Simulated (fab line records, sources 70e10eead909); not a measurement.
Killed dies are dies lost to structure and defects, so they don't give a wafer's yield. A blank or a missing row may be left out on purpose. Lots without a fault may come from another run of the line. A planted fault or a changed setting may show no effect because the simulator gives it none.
Chamber matching | flow nand_harc | NHARC_P_CONTACT_ALD_22 on ald_metal-01: 4 sister chambers
The step deposits TiN, target thk 3 nm, pulse time 1 s, ald cycles 150. 8 wafers are shown with their chamber, then 10 later ones without.

WAFERS WITH THEIR CHAMBER
wafer  | chamber | heater_power_w (W) | precursor_pulse_height_rel
L084.4 | 2       | 971                | 1.020
L085.2 | 3       | 1066               | 1.016
L085.4 | 2       | 975                | 0.988
L086.1 | 3       | 1070               | 1.000
L086.2 | 1       | 999                | 1.021
L086.6 | 0       | 1320               | 0.992
L089.1 | 1       | 1018               | 1.007
L089.4 | 0       | 1313               | 0.963

WAFERS WITHOUT THEIR CHAMBER
wafer  | heater_power_w (W) | precursor_pulse_height_rel
L089.5 | 1323               | 1.005
L090.3 | 1303               | 1.031
L090.4 | 958                | 0.996
L090.6 | 965                | 1.029
L090.1 | 1016               | 1.001
L090.2 | 1087               | 0.995
L090.5 | 1047               | 1.031
L094.1 | 980                | 0.993
L094.2 | 1059               | 1.009
L094.6 | 964                | 0.978

WHICH CHAMBER EACH WENT THROUGH
wafer  | from the rows above | in truth
L089.5 | 0                   | 0
L090.3 | 0                   | 0
L090.4 | 2                   | 2
L090.6 | 2                   | 2
L090.1 | 1                   | 1
L090.2 | 3                   | 3
L090.5 | 3                   | 3
L094.1 | 2                   | 2
L094.2 | 3                   | 3
L094.6 | 2                   | 2
Placed correctly: 10 of 10. Can't be placed from these rows: 0. Placed wrongly: 0.
How it was worked out, from the rows above alone: a wafer's distance from a chamber is the root of the sum, over the readings, of the square of ((its reading less the chamber's mean) divided by the reading's scatter). The wafer belongs to the nearest chamber; if the next one is less than 2 further off, it can't be placed. A chamber's mean is the mean of its shown wafers. The scatter: the root of (the sum of the squares of (reading less its chamber's mean) over the shown wafers, divided by (wafers less chambers)).
